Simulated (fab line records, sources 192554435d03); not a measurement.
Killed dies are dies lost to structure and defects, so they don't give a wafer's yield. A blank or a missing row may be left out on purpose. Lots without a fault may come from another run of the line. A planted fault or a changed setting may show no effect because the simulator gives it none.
Split-lot experiment | flow n5_finfet | 7 lots, 21 wafers read, on a route of 1938 steps

THE SPLIT
At N5_DUMMY_GATE_EXPOSE_12 (exposes mask GATE, target cd 25 nm), the setting dose_mj was moved away from the recipe's 34 on 8 of the 21 wafers read, by -6.3% to +6.7%. The other wafers ran this setting at the recipe's value.

FROM THE SPLIT TO THE READING: what the file shows between them, 8 steps
- N5_DUMMY_GATE_PEB_13: peb time 60 s
- N5_DUMMY_GATE_DEVELOP_14: develop time 30 s
- N5_DUMMY_GATE_CD_MEAS_15: target cd 25.8 nm
- N5_DUMMY_GATE_ETCH_37: etches SOC in N2/H2, target depth 60 nm, overetch 30 nm (also split here: source_w)
- N5_DUMMY_GATE_STRIP_38: strips in N2/H2
- N5_DUMMY_GATE_STRIP_39: strips in N2/H2
- N5_DUMMY_GATE_TRIM_49: chemistry O2, time 29 s, target cd 14 nm
- N5_DUMMY_GATE_STRIP_40: strips in CF4

THE READING
cd_nm, in nm, at N5_DUMMY_GATE_CD_MEAS_50 (target cd 14 nm). Fault-free wafers of this fab line usually give 14.0 nm, standard deviation 0.42 nm.

wafer  | tool, chamber at the split | dose_mj as run | against the recipe | cd_nm, nm | against lot-mates on the recipe
L075.3 | euv_scanner-01, 0          | 34             | recipe             | 13.8      | -
L075.4 | euv_scanner-01, 0          | 34             | recipe             | 14.1      | -
L075.5 | euv_scanner-01, 0          | 36.29          | +6.7%              | 12.8      | -1.1
L076.1 | euv_scanner-02, 0          | 34             | recipe             | 14.2      | -
L076.4 | euv_scanner-02, 0          | 34             | recipe             | 14.3      | -
L076.6 | euv_scanner-02, 0          | 34             | recipe             | 14.3      | -
L077.2 | euv_scanner-01, 0          | 34             | recipe             | 13.6      | -
L077.3 | euv_scanner-01, 0          | 34             | recipe             | 13.4      | -
L077.6 | euv_scanner-01, 0          | 34             | recipe             | 14.0      | -
L078.1 | euv_scanner-02, 0          | 35.25          | +3.7%              | 13.4      | -0.5
L078.3 | euv_scanner-02, 0          | 34             | recipe             | 13.9      | -
L078.5 | euv_scanner-02, 0          | 35.25          | +3.7%              | 13.6      | -0.3
L082.1 | euv_scanner-01, 0          | 32.26          | -5.1%              | 15.1      | +1.7
L082.3 | euv_scanner-01, 0          | 34             | recipe             | 13.4      | -
L082.5 | euv_scanner-01, 0          | 32.26          | -5.1%              | 15.1      | +1.7
L089.2 | euv_scanner-01, 0          | 31.85          | -6.3%              | 15.1      | +1.3
L089.4 | euv_scanner-01, 0          | 31.85          | -6.3%              | 15.4      | +1.6
L089.6 | euv_scanner-01, 0          | 34             | recipe             | 13.8      | -
L090.2 | euv_scanner-01, 0          | 34             | recipe             | 14.0      | -
L090.5 | euv_scanner-01, 0          | 32.49          | -4.4%              | 15.0      | +1.2
L090.6 | euv_scanner-01, 0          | 34             | recipe             | 13.6      | -

THE FIT
A straight line over all 21 wafers: cd_nm changes by -0.195 nm for each +1% of dose_mj; r = -0.92; the points scatter about the line by 0.29 nm.
The same after taking each lot's own level away (the mean of its wafers on the recipe; 21 wafers): -0.223 nm for each +1%; r = -0.95; scatter 0.25 nm.
On that fit, the largest move of dose_mj shifts the reading by 1.5 nm.
The lots' own levels span 13.40 to 14.27 nm, that is 2.1 times the standard deviation above.
So the lot-to-lot level changes the slope: the two fits differ.
Check: with one of the wafers moved furthest among these (+6.7%) left out of the fit, the line predicts -1.48 nm for it against its lot-mates. It came out at -1.15 nm against them.

OTHER SPLITS ON THESE WAFERS
These wafers also went through other splits before the reading. Each is held against what the fit with the lots' levels taken away leaves over:
other split on the same wafers                    | wafers away from the commonest value | r with cd_nm (lot level and that fit taken away)
N5_PMOS_HMC_CHANNEL_EPI_EXPOSE_06 dose_mj         | 13                                   | -0.18
N5_PMOS_HMC_CHANNEL_EPI_PEB_07 peb_time_s         | 4                                    | +0.12
N5_PMOS_HMC_CHANNEL_EPI_DEVELOP_08 develop_time_s | 6                                    | +0.36
N5_PMOS_HMC_CHANNEL_EPI_DESCUM_14 time_s          | 10                                   | +0.21
N5_FIN_SAQP_FIN_ETCH_36 icp_w                     | 8                                    | +0.16
N5_DUMMY_GATE_ETCH_37 source_w                    | 8                                    | -0.07

THE WHOLE CHAIN: every reading that the file lists as answering this split, in the file's order
step                     | what it does                                                   | reading                                                           | change (the file's fit)               | r (the file's)
N5_DUMMY_GATE_CD_MEAS_15 | target cd 25.8 nm                                              | cd_nm                                                             | -0.18 nm for each +1% of the setting  | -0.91
N5_DUMMY_GATE_TRIM_49    | chemistry O2, time 29 s, target cd 14 nm                       | DUMMY_GATE.cd_nm (the simulator's own value, which no gauge read) | -0.203 nm for each +1% of the setting | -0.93
N5_DUMMY_GATE_CD_MEAS_50 | target cd 14 nm                                                | cd_nm                                                             | -0.222 nm for each +1% of the setting | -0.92
N5_DUMMY_GATE_ETCH_44    | etches poly-Si in HBr/O2, stops on SiO2, target depth 127.5 nm | DUMMY_GATE.cd_nm (the simulator's own value, which no gauge read) | -0.19 nm for each +1% of the setting  | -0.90

THE FILE'S OWN FIT
cd_nm changes by -0.222 nm for each +1% of dose_mj, r = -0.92.
